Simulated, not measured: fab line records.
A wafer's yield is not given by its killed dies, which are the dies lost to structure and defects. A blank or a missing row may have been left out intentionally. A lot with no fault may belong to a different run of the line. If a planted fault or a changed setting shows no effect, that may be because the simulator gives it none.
fab line records + flow nand-harc
[record]
- lots = 12
- wafers = 36
- last-day = 24
route steps=1159 shown A_CONTACT@939 A_BLC@964 END@1159
lots that met no fault: taken from a fault-free run of the same line
start-h: start of the lot's first displayed wafer, in hours after the record's first day + wait-h: how many hours have passed since the lot's step before this one + " as in the row above + L1.1+2: a row that stands for several wafers + - no value, or no start given + * or withheld: withheld + < > ~ a bound
route shown NAME@n: names a module that has steps shown in the file, with the first one's number in the route + usual: average and standard deviation across the fault-free wafers + same: alike in all rows + chamber/n: place in a boat + sites: readings site by site + _std_site: the standard deviation of these + _edge_site: the outer-site mean with the inner-site mean subtracted + radius-mm: how far each site lies from the wafer's centre + mask NAME#n: copy n + behind: the tool/chamber that last shaped the wafer + hold: reason for holding the lot/hours on hold/outcome of the hold + device: names the non-switching transistor (n, p or np) + end of line: tests run on the same wafers once the route is complete + where a step has no rows: the recipe by itself + killed: at the first sort, the dies lost to defects and structure; wafer yield is something else + map: shows each die of a wafer: x if killed, . if not, _ if none is there
set.NAME: setting as actually run; set.NAME@STEP: the setting as run at that earlier step + model.NAME: the simulator's own value behind a step, which no gauge read
the route's steps for a sample of lots (tables are steps, rows are wafers)
services: a tool's chamber out of use, with start hour (start-h, from the record's first day; less than 0 if before it), hours out, and reason
[[steps]]
[step NHARC_A_CONTACT_ETCH_88]
[recipe]
- target-depth-a = 390
- over-etch-frac = 0.3
- time-s = 65
- ion-energy-ev = 80
- cf4-flow-sccm = 150
- ar-flow-sccm = 0
- rf-w = 300
- bias-w = 100
- chemistry = CF4
[usual]
- cf4-flow-sccm = 149.9/0.42
- drypump-motor-current-A = 6.0/0.38
- oes-product-au = 1.004/0.0075
- rf-vpp-V = 151.6/1.2
- showerhead-plenum-p-Torr = 1.79/0.07
- throttle-valve-pct = 13.283/0.009
[same]
- over-etch-frac = 0.3
- time-s = 65
| lot.wafer | tool        | chamber | start-h | wait-h | cf4-flow-sccm | drypump-motor-current-A | oes-product-au | rf-hours-counter-h | rf-vpp-V | showerhead-plenum-p-Torr | throttle-valve-pct |
|-----------|-------------|---------|---------|--------|---------------|-------------------------|----------------|--------------------|----------|--------------------------|--------------------|
| L926.1    | rie-diel-05 | 3       | 376.11  | 0.1    | 150.0         | 5.9                     | 1.006          | 7                  | 151.6    | 1.86                     | 13.298             |
| L926.2    | "           | 0       | "       | "      | 150.3         | 6.3                     | 0.999          | 6                  | 151.4    | 1.84                     | 13.265             |
| L926.3    | "           | 2       | "       | "      | 150.0         | 6.3                     | 1.007          | 6                  | 154.1    | 1.82                     | 13.279             |
| L929.2    | rie-diel-05 | 2       | 393.08  | 0.1    | 149.7         | 6.2                     | 0.996          | 10                 | 150.9    | 1.82                     | 13.268             |
| L929.6    | "           | 1       | "       | "      | 150.6         | 5.3                     | 1.006          | -                  | 152.7    | 1.86                     | 13.282             |
| L929.5    | "           | 2       | "       | "      | 149.5         | 6.2                     | 0.997          | -                  | 152.2    | 1.82                     | 13.265             |
| L930.1    | rie-diel-05 | 0       | 396.52  | 0.1    | 150.5         | 6.3                     | 1.019          | 11                 | 154.7    | 1.84                     | 13.288             |
| L930.4    | "           | 1       | "       | "      | 149.8         | 5.3                     | 1.007          | 10                 | 152.7    | 1.86                     | 13.285             |
| L930.5    | "           | 0       | "       | "      | 150.4         | 6.3                     | 1.009          | -                  | 153.0    | 1.84                     | 13.282             |
| L931.4    | rie-diel-11 | 1       | 408.17  | 0.1    | 149.9         | 6.2                     | 0.996          | 9                  | 151.9    | 1.82                     | 13.280             |
| L931.3    | "           | 3       | "       | "      | 149.9         | 6.5                     | 0.994          | 9                  | 151.2    | 1.65                     | 13.277             |
| L931.2    | "           | 0       | "       | "      | 150.5         | 6.0                     | 0.991          | 9                  | 150.8    | 1.80                     | 13.290             |
| L932.4    | rie-diel-05 | 1       | 412.17  | 0.1    | 149.8         | 5.3                     | 1.002          | 13                 | 153.5    | 1.85                     | 13.276             |
| L932.2    | "           | 2       | "       | "      | 149.8         | 6.2                     | 1.002          | 13                 | 151.2    | 1.82                     | 13.284             |
| L932.3    | "           | 0       | "       | "      | 150.2         | 6.3                     | 0.998          | 13                 | 151.5    | 1.84                     | 13.285             |
| L935.4    | rie-diel-11 | 3       | 443.67  | 0.2    | 149.6         | 6.5                     | 1.018          | 21                 | 150.3    | 1.65                     | 13.269             |
| L935.1    | "           | 0       | "       | "      | 150.1         | 6.0                     | 0.993          | 20                 | 151.0    | 1.79                     | 13.292             |
| L935.2    | "           | 2       | "       | "      | 149.5         | 5.8                     | 1.006          | 23                 | 149.9    | 1.75                     | 13.285             |
| L936.4    | rie-diel-05 | 2       | 455.24  | 0.1    | 150.0         | 6.2                     | 1.003          | 21                 | 152.3    | 1.82                     | 13.299             |
| L936.2    | "           | 3       | "       | "      | 150.6         | 5.9                     | 0.999          | 19                 | 152.7    | 1.86                     | 13.279             |
| L936.5    | "           | 1       | "       | "      | 149.9         | 5.3                     | 1.012          | -                  | 152.1    | 1.85                     | 13.293             |
| L940.4    | rie-diel-05 | 1       | 459.91  | 0.1    | 150.1         | 5.3                     | 1.014          | 22                 | 152.3    | 1.85                     | 13.282             |
| L940.2    | "           | 3       | "       | "      | 150.2         | 5.9                     | 1.004          | 20                 | 153.5    | 1.86                     | 13.294             |
| L940.5    | "           | 1       | "       | "      | 150.2         | 5.3                     | 1.011          | -                  | 151.7    | 1.85                     | 13.301             |
| L945.4    | rie-diel-05 | 1       | 494.37  | 0.1    | 149.1         | 5.3                     | 1.005          | 26                 | 152.7    | 1.85                     | 13.303             |
| L945.3    | "           | 3       | "       | "      | 149.7         | 5.9                     | 1.003          | 25                 | 151.6    | 1.85                     | 13.292             |
| L945.5    | "           | 2       | "       | "      | 149.9         | 6.2                     | 1.001          | -                  | 151.2    | 1.81                     | 13.278             |
| L944.1    | rie-diel-05 | 1       | 499.01  | 0.1    | 149.6         | 5.3                     | 1.009          | 28                 | 152.1    | 1.85                     | 13.280             |
| L944.2    | "           | 0       | "       | "      | 150.3         | 6.3                     | 1.006          | 30                 | 152.5    | 1.83                     | 13.289             |
| L944.6    | "           | 1       | "       | "      | 150.4         | 5.3                     | 0.993          | -                  | 152.3    | 1.85                     | 13.275             |
| L948.4    | rie-diel-11 | 2       | 513.94  | 0.1    | 150.2         | 5.8                     | 1.018          | 50                 | 151.5    | 1.74                     | 13.290             |
| L948.3    | "           | 3       | "       | "      | 150.3         | 6.5                     | 1.021          | 49                 | 148.8    | 1.64                     | 13.303             |
| L948.1    | "           | 0       | "       | "      | 150.8         | 6.0                     | 1.011          | 49                 | 152.2    | 1.79                     | 13.281             |
| L949.3    | rie-diel-08 | 2       | 518.66  | 0.1    | 149.2         | 5.4                     | 1.000          | 14                 | 152.9    | 1.87                     | 13.295             |
| L949.4    | "           | 3       | "       | "      | 149.9         | 5.5                     | 1.007          | 14                 | 150.9    | 1.69                     | 13.288             |
| L949.1    | "           | 1       | "       | "      | 149.8         | 5.6                     | 0.995          | 15                 | 152.2    | 1.90                     | 13.290             |
[step NHARC_A_CONTACT_ETCH_136]
[recipe]
- source-w = withheld
- pressure-mtorr = 20
- bias-v = 3000
- time-s = 132
- target-depth-a = 12870
- ar-flow-sccm = withheld
- c4f8-flow-sccm = withheld
- o2-flow-sccm = withheld
- chemistry = C4F8/O2/Ar
[same]
- time-s = 132
| lot.wafer | tool            | chamber | start-h | wait-h | rf-hours-counter-h |
|-----------|-----------------|---------|---------|--------|--------------------|
| L926.1    | har-cap-etch-02 | 0       | 377.35  | 0.1    | 10                 |
| L926.2    | "               | 1       | "       | "      | 10                 |
| L926.3    | "               | 1       | "       | "      | -                  |
| L929.2    | har-cap-etch-03 | 0       | 394.31  | 0.1    | 87                 |
| L929.6    | "               | 0       | "       | "      | -                  |
| L929.5    | "               | 1       | "       | "      | -                  |
| L930.1    | har-cap-etch-01 | 0       | 397.77  | 0.1    | 62                 |
| L930.4    | "               | 1       | "       | "      | -                  |
| L930.5    | "               | 0       | "       | "      | -                  |
| L931.2    | har-cap-etch-02 | 0       | 409.51  | 0.1    | 16                 |
| L931.4    | "               | 0       | "       | "      | -                  |
| L931.3    | "               | 1       | "       | "      | -                  |
| L932.2    | har-cap-etch-03 | 1       | 413.43  | 0.1    | 90                 |
| L932.3    | "               | 0       | "       | "      | -                  |
| L932.4    | "               | 1       | "       | "      | -                  |
| L935.2    | har-cap-etch-01 | 1       | 444.90  | 0.1    | 69                 |
| L935.1    | "               | 0       | "       | "      | 69                 |
| L935.4    | "               | 0       | "       | "      | -                  |
| L936.2    | har-cap-etch-03 | 0       | 456.54  | 0.1    | 99                 |
| L936.4    | "               | 0       | "       | "      | -                  |
| L936.5    | "               | 0       | "       | "      | -                  |
| L940.2    | har-cap-etch-01 | 0       | 461.25  | 0.1    | 73                 |
| L940.4    | "               | 1       | "       | "      | -                  |
| L940.5    | "               | 1       | "       | "      | -                  |
| L945.3    | har-cap-etch-03 | 1       | 495.66  | 0.1    | -                  |
| L945.4    | "               | 0       | "       | "      | -                  |
| L945.5    | "               | 1       | "       | "      | -                  |
| L944.1    | har-cap-etch-02 | 0       | 500.44  | 0.1    | 30                 |
| L944.2    | "               | 1       | "       | "      | 30                 |
| L944.6    | "               | 1       | "       | "      | -                  |
| L948.1    | har-cap-etch-01 | 1       | 515.25  | 0.1    | 81                 |
| L948.4    | "               | 0       | "       | "      | -                  |
| L948.3    | "               | 1       | "       | "      | -                  |
| L949.1    | har-cap-etch-03 | 1       | 519.88  | 0.1    | 109                |
| L949.4    | "               | 1       | "       | "      | -                  |
| L949.3    | "               | 0       | "       | "      | -                  |
[step NHARC_A_CONTACT_ETCH_138]
[recipe]
- source-w = withheld
- pressure-mtorr = 20
- bias-v = 3000
- time-s = 132
- target-depth-a = 12890
- ar-flow-sccm = withheld
- c4f8-flow-sccm = withheld
- o2-flow-sccm = withheld
- chemistry = C4F8/O2/Ar
[same]
- time-s = 132
| lot.wafer | tool            | chamber | start-h | wait-h | rf-hours-counter-h |
|-----------|-----------------|---------|---------|--------|--------------------|
| L926.1    | har-cap-etch-02 | 0       | 377.59  | 0.1    | 11                 |
| L926.2    | "               | 1       | "       | "      | 11                 |
| L926.3    | "               | 1       | "       | "      | -                  |
| L929.2    | har-cap-etch-03 | 0       | 394.55  | 0.1    | 87                 |
| L929.6    | "               | 0       | "       | "      | -                  |
| L929.5    | "               | 1       | "       | "      | -                  |
| L930.1    | har-cap-etch-01 | 0       | 398.01  | 0.1    | 63                 |
| L930.4    | "               | 1       | "       | "      | -                  |
| L930.5    | "               | 0       | "       | "      | -                  |
| L931.2    | har-cap-etch-02 | 0       | 409.83  | 0.1    | 16                 |
| L931.4    | "               | 0       | "       | "      | -                  |
| L931.3    | "               | 1       | "       | "      | -                  |
| L932.2    | har-cap-etch-03 | 1       | 413.67  | 0.1    | 90                 |
| L932.3    | "               | 0       | "       | "      | -                  |
| L932.4    | "               | 1       | "       | "      | -                  |
| L935.2    | har-cap-etch-01 | 1       | 445.15  | 0.1    | 70                 |
| L935.1    | "               | 0       | "       | "      | 70                 |
| L935.4    | "               | 0       | "       | "      | -                  |
| L936.2    | har-cap-etch-03 | 0       | 456.79  | 0.1    | 99                 |
| L936.4    | "               | 0       | "       | "      | -                  |
| L936.5    | "               | 0       | "       | "      | -                  |
| L940.2    | har-cap-etch-01 | 0       | 461.50  | 0.1    | 74                 |
| L940.4    | "               | 1       | "       | "      | -                  |
| L940.5    | "               | 1       | "       | "      | -                  |
| L945.3    | har-cap-etch-03 | 1       | 495.90  | 0.1    | -                  |
| L945.4    | "               | 0       | "       | "      | -                  |
| L945.5    | "               | 1       | "       | "      | -                  |
| L944.1    | har-cap-etch-02 | 0       | 500.68  | 0.1    | 31                 |
| L944.2    | "               | 1       | "       | "      | 31                 |
| L944.6    | "               | 1       | "       | "      | -                  |
| L948.1    | har-cap-etch-01 | 1       | 515.49  | 0.1    | 81                 |
| L948.4    | "               | 0       | "       | "      | -                  |
| L948.3    | "               | 1       | "       | "      | -                  |
| L949.1    | har-cap-etch-03 | 1       | 520.13  | 0.1    | 109                |
| L949.4    | "               | 1       | "       | "      | -                  |
| L949.3    | "               | 0       | "       | "      | -                  |
[step NHARC_A_CONTACT_ETCH_110]
[recipe]
- target-depth-a = 500
- overetch-a = 50
- time-s = 27.5
- ion-energy-ev = 100
- cf4-flow-sccm = 80
- o2-flow-sccm = 20
- ar-flow-sccm = 0
- rf-w = 300
- bias-w = 100
- chemistry = CF4/O2
[usual]
- cf4-flow-sccm = 80.01/0.24
- drypump-motor-current-A = 6.0/0.38
- oes-product-au = 1.004/0.007
- rf-vpp-V = 198.3/1.3
- showerhead-plenum-p-Torr = 1.36/0.05
- throttle-valve-pct = 13.396/0.0087
[same]
- time-s = 27.5
| lot.wafer | tool        | chamber | start-h | wait-h | cf4-flow-sccm | drypump-motor-current-A | oes-product-au | rf-hours-counter-h | rf-vpp-V | showerhead-plenum-p-Torr | throttle-valve-pct |
|-----------|-------------|---------|---------|--------|---------------|-------------------------|----------------|--------------------|----------|--------------------------|--------------------|
| L926.2    | rie-diel-11 | 1       | 378.64  | 0.1    | 80.16         | 6.1                     | 1.019          | 2                  | 198.5    | 1.38                     | 13.401             |
| L926.3    | "           | 2       | "       | "      | 79.96         | 5.8                     | 1.005          | 1                  | 196.6    | 1.32                     | 13.401             |
| L926.1    | "           | 3       | "       | "      | 79.67         | 6.5                     | 1.022          | 1                  | 195.0    | 1.24                     | 13.391             |
| L929.2    | rie-diel-05 | 3       | 395.60  | 0.1    | 80.26         | 5.9                     | 0.995          | 11                 | 198.7    | 1.41                     | 13.393             |
| L929.6    | "           | 3       | "       | "      | 80.05         | 5.9                     | 0.996          | -                  | 199.1    | 1.41                     | 13.404             |
| L929.5    | "           | 0       | "       | "      | 79.60         | 6.3                     | 1.004          | -                  | 200.1    | 1.39                     | 13.399             |
| L930.1    | rie-diel-11 | 0       | 399.03  | 0.1    | 79.75         | 6.0                     | 0.996          | 8                  | 197.8    | 1.36                     | 13.395             |
| L930.4    | "           | 1       | "       | "      | 79.59         | 6.2                     | 1.008          | 8                  | 198.3    | 1.38                     | 13.396             |
| L930.5    | "           | 3       | "       | "      | 80.02         | 6.5                     | 1.006          | -                  | 195.9    | 1.24                     | 13.418             |
| L931.2    | rie-diel-05 | 0       | 410.99  | 0.1    | 79.86         | 6.3                     | 1.005          | 13                 | 198.8    | 1.39                     | 13.400             |
| L931.4    | "           | 1       | "       | "      | 79.90         | 5.3                     | 0.998          | 13                 | 199.1    | 1.40                     | 13.400             |
| L931.3    | "           | 3       | "       | "      | 80.05         | 5.9                     | 1.002          | 13                 | 200.3    | 1.41                     | 13.387             |
| L932.3    | rie-diel-05 | 2       | 414.69  | 0.1    | 79.87         | 6.2                     | 0.996          | 13                 | 197.6    | 1.37                     | 13.394             |
| L932.2    | "           | 3       | "       | "      | 79.58         | 5.9                     | 1.008          | 14                 | 199.2    | 1.40                     | 13.397             |
| L932.4    | "           | 0       | "       | "      | 79.69         | 6.3                     | 0.999          | 14                 | 198.0    | 1.39                     | 13.387             |
| L935.4    | rie-diel-05 | 2       | 446.25  | 0.1    | 80.47         | 6.2                     | 0.995          | 19                 | 196.3    | 1.37                     | 13.400             |
| L935.2    | "           | 3       | "       | "      | 79.96         | 5.9                     | 1.010          | 17                 | 199.2    | 1.40                     | 13.384             |
| L935.1    | "           | 1       | "       | "      | 79.62         | 5.3                     | 1.010          | 18                 | 198.5    | 1.40                     | 13.411             |
| L936.2    | rie-diel-05 | 2       | 457.81  | 0.1    | 80.45         | 6.2                     | 1.008          | 22                 | 199.4    | 1.37                     | 13.386             |
| L936.4    | "           | 3       | "       | "      | 80.02         | 5.9                     | 0.998          | 20                 | 198.6    | 1.40                     | 13.401             |
| L936.5    | "           | 1       | "       | "      | 80.26         | 5.3                     | 0.998          | -                  | 200.3    | 1.40                     | 13.402             |
| L940.4    | rie-diel-05 | 0       | 462.51  | 0.1    | 80.25         | 6.3                     | 1.003          | 24                 | 199.8    | 1.39                     | 13.387             |
| L940.2    | "           | 1       | "       | "      | 80.11         | 5.3                     | 1.006          | 22                 | 198.6    | 1.40                     | 13.388             |
| L940.5    | "           | 0       | "       | "      | 80.22         | 6.3                     | 1.011          | -                  | 199.9    | 1.39                     | 13.390             |
| L945.4    | rie-diel-11 | 3       | 497.10  | 0.1    | 80.14         | 6.5                     | 1.013          | 40                 | 195.3    | 1.24                     | 13.390             |
| L945.3    | "           | 0       | "       | "      | 79.77         | 6.0                     | 1.000          | 41                 | 197.5    | 1.35                     | 13.401             |
| L945.5    | "           | 3       | "       | "      | 79.91         | 6.5                     | 1.001          | -                  | 196.1    | 1.24                     | 13.388             |
| L944.1    | rie-diel-05 | 0       | 502.53  | 0.1    | 79.83         | 6.3                     | 1.005          | 32                 | 200.2    | 1.39                     | 13.383             |
| L944.2    | "           | 2       | "       | "      | 80.43         | 6.2                     | 0.999          | 30                 | 198.5    | 1.37                     | 13.394             |
| L944.6    | "           | 0       | "       | "      | 80.07         | 6.3                     | 1.001          | -                  | 199.0    | 1.39                     | 13.397             |
| L948.4    | rie-diel-05 | 3       | 516.55  | 0.0    | 79.97         | 5.9                     | 1.010          | 26                 | 199.5    | 1.40                     | 13.389             |
| L948.3    | "           | 0       | "       | "      | 80.09         | 6.3                     | 1.005          | 34                 | 199.0    | 1.38                     | 13.390             |
| L948.1    | "           | 1       | "       | "      | 80.04         | 5.3                     | 1.019          | 32                 | 198.4    | 1.40                     | 13.388             |
| L949.3    | rie-diel-08 | 0       | 521.21  | 0.1    | 80.29         | 6.2                     | 1.000          | 16                 | 197.8    | 1.37                     | 13.402             |
| L949.1    | "           | 1       | "       | "      | 80.20         | 5.6                     | 1.002          | 15                 | 201.3    | 1.44                     | 13.398             |
| L949.4    | "           | 3       | "       | "      | 79.57         | 5.5                     | 1.003          | 15                 | 199.0    | 1.27                     | 13.401             |
[step NHARC_A_BLC_DEHYDRATE_00]
[recipe]
- temp-c = 150
- time-s = 120
[same]
- time-s = 120
| lot.wafer  | tool           | chamber | start-h | wait-h | hold                     |
|------------|----------------|---------|---------|--------|--------------------------|
| L926.1+2+3 | litho-track-01 | 0       | 380.84  | 0.1    | -                        |
| L929.2+5+6 | litho-track-01 | 0       | 402.70  | 0.1    | -                        |
| L930.1+4+5 | litho-track-04 | 0       | 403.89  | 0.1    | -                        |
| L931.2+3+4 | litho-track-01 | 0       | 413.22  | 0.1    | -                        |
| L932.2+3+4 | litho-track-06 | 0       | 416.91  | 0.1    | -                        |
| L935.1+2+4 | litho-track-04 | 0       | 449.77  | 0.1    | -                        |
| L936.2+4+5 | litho-track-06 | 0       | 460.80  | 0.1    | -                        |
| L940.2+4+5 | litho-track-04 | 0       | 469.47  | 0.1    | -                        |
| L945.3+4+5 | litho-track-06 | 0       | 505.78  | 3.2    | await-dispo/3.1h/release |
| L944.1+2+6 | litho-track-04 | 0       | 508.47  | 3.5    | await-dispo/3.5h/release |
| L948.1+3+4 | litho-track-04 | 0       | 524.55  | 0.1    | -                        |
| L949.1+3+4 | litho-track-04 | 0       | 525.30  | 0.1    | -                        |
[step NHARC_END_SORT_01]
[recipe]
- temp-c = 25
[usual]
- killed-at-array = 27/10
- killed-at-other = 0.6/1
- killed-at-periphery = 3.4/2.7
- killed-dies = 31/9.7
- killed-open = 3.4/1.7
- killed-short = 2.2/1.5
[same]
- gross-dies = 677
| lot.wafer | tool      | chamber | start-h | wait-h | killed-at-array | killed-at-other | killed-at-periphery | killed-dies | killed-open | killed-short |
|-----------|-----------|---------|---------|--------|-----------------|-----------------|---------------------|-------------|-------------|--------------|
| L944.1    | prober-01 | 0       | 576.06  | 2.5    | 95              | 0               | 0                   | 95          | 2           | 3            |
| L944.2    | prober-01 | 0       | 576.87  | 2.8    | 131             | 0               | 0                   | 131         | 1           | 1            |
| L944.6    | prober-01 | 0       | 580.11  | 4.1    | 104             | 0               | 0                   | 104         | 6           | 0            |
| L945.3    | prober-02 | 0       | 576.83  | 3.1    | 93              | 0               | 7                   | 100         | 2           | 6            |
| L945.4    | prober-02 | 0       | 577.65  | 3.4    | 86              | 0               | 3                   | 89          | 5           | 3            |
| L945.5    | prober-02 | 0       | 578.47  | 3.8    | 75              | 0               | 9                   | 84          | 2           | 1            |
// killed by level:class
L944.1 A_CONTACT:unspecified=62 A_CHANNEL_HOLE_D1:chamber-film-flake=17 A_SGD_CUT:chamber-film-flake=5 A_CHANNEL_FILL_D1:chamber-film-flake=2 A_CONTACT:chamber-film-flake=2 A_ONON_D1:geometric-particle:short=1 A_CHANNEL_FILL_D1:geometric-particle:short=1 A_CONTACT:geometric-particle:short=1
L945.3 A_CONTACT:unspecified=78 A_CONTACT:chamber-film-flake=4 P_STI:chamber-film-flake=3 A_STAIRCASE:chamber-film-flake=2 P_M1:geometric-particle:open=1 A_ONON_D1:geometric-particle:short=1 A_CHANNEL_FILL_D1:geometric-particle:short=1 A_STAIRCASE:geometric-particle:short=1
L944.2 A_CONTACT:unspecified=94 A_CHANNEL_HOLE_D1:chamber-film-flake=17 A_SLIT:chamber-film-flake=14 A_CONTACT:chamber-film-flake=2 A_CONTACT:geometric-particle:open=1 A_M0:geometric-particle:short=1 A_STAIRCASE:chamber-film-flake=1 A_SGD_CUT:chamber-film-flake=1
L945.4 A_CONTACT:unspecified=64 A_STAIRCASE:chamber-film-flake=5 A_CONTACT:chamber-film-flake=3 A_CHANNEL_HOLE_D1:chamber-film-flake=3 A_CHANNEL_HOLE_D1:geometric-particle:open=2 A_CHANNEL_FILL_D1:geometric-particle:open=2 A_CONTACT:geometric-particle:short=2 P_GATE:chamber-film-flake=2
L945.5 A_CONTACT:unspecified=54 A_CHANNEL_HOLE_D1:chamber-film-flake=9 P_STI:chamber-film-flake=6 A_STAIRCASE:chamber-film-flake=5 A_WL_FILL:geometric-particle:open=2 P_GATE:chamber-film-flake=2 A_CHANNEL_FILL_D1:chamber-film-flake=2 A_SGD_CUT:chamber-film-flake=2
L944.6 A_CONTACT:unspecified=62 A_CHANNEL_HOLE_D1:chamber-film-flake=22 A_SLIT:chamber-film-flake=12 A_CHANNEL_FILL_D1:geometric-particle:open=5 A_BLC:geometric-particle:open=1 A_STAIRCASE:chamber-film-flake=1 A_SGD_CUT:chamber-film-flake=1
[[services]]
| tool            | chamber | start-h | hours | kind   |
|-----------------|---------|---------|-------|--------|
| rie-diel-11     | -       | 366.51  | 9.0   | pm     |
| rie-diel-05     | 0       | 374.12  | -     | clean  |
| rie-diel-05     | 1       | 374.12  | -     | clean  |
| rie-diel-05     | 2       | 374.12  | -     | clean  |
| rie-diel-05     | 3       | 374.12  | -     | clean  |
| rie-diel-05     | 0       | 398.63  | -     | clean  |
| rie-diel-05     | 1       | 398.63  | -     | clean  |
| rie-diel-05     | 2       | 398.63  | -     | clean  |
| rie-diel-05     | 3       | 398.63  | -     | clean  |
| rie-diel-08     | 2       | 418.57  | 3.9   | repair |
| rie-diel-05     | 0       | 423.17  | -     | clean  |
| rie-diel-05     | 1       | 423.17  | -     | clean  |
| rie-diel-05     | 2       | 423.17  | -     | clean  |
| rie-diel-05     | 3       | 433.93  | 4.6   | repair |
| rie-diel-08     | 2       | 440.89  | 3.3   | repair |
| litho-track-01  | -       | 443.00  | 7.0   | pm     |
| litho-track-06  | -       | 467.00  | 7.0   | pm     |
| rie-diel-08     | -       | 479.31  | 9.0   | pm     |
| har-cap-etch-01 | -       | 481.07  | 0.2   | repair |
| litho-track-04  | -       | 491.00  | 7.0   | pm     |
| rie-diel-05     | 3       | 497.47  | 16.2  | repair |
| har-cap-etch-02 | -       | 509.96  | 0.2   | repair |
| har-cap-etch-03 | -       | 516.82  | 0.2   | repair |
| rie-diel-05     | -       | 517.74  | 9.0   | pm     |
[[key]]
[first-sign]
- step = NHARC_END_SORT_01
- reading = killed-dies
- direction = up
- sigmas = 7.2
- usual = 31
- struck = 100
[effect]
- step = NHARC_END_SORT_01
- reading = killed-at-array
- direction = up
- sigmas = 6.9
- usual = 27
- struck = 97
[more-kills-born-at]
- NHARC_A_CONTACT_ETCH_88@rie-diel-05 = 414
met-at NHARC_A_CONTACT_ETCH_88
struck-lots L944,L945
tester-left-out L944,L945
not-acting-at NHARC_A_CONTACT_ETCH_136,NHARC_A_CONTACT_ETCH_138,NHARC_A_CONTACT_ETCH_110
onset-between 459.91 494.37
[fault]
- kind = chamber-particle-source
- tool = rie-diel-05
- chamber = -
- onset-h = 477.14
- steps = NHARC_A_CONTACT_ETCH_88
- rate-per-visit-cm2 = 0.95279
- end-h = 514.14
// tester-left-out: of these lots the tester's yield and bins aren't shown, on N5 and GAA mostly nor the transistor test; their killed dies are dies lost to structure and defects alone, not to doping, threshold or leakage, so they don't give the yield
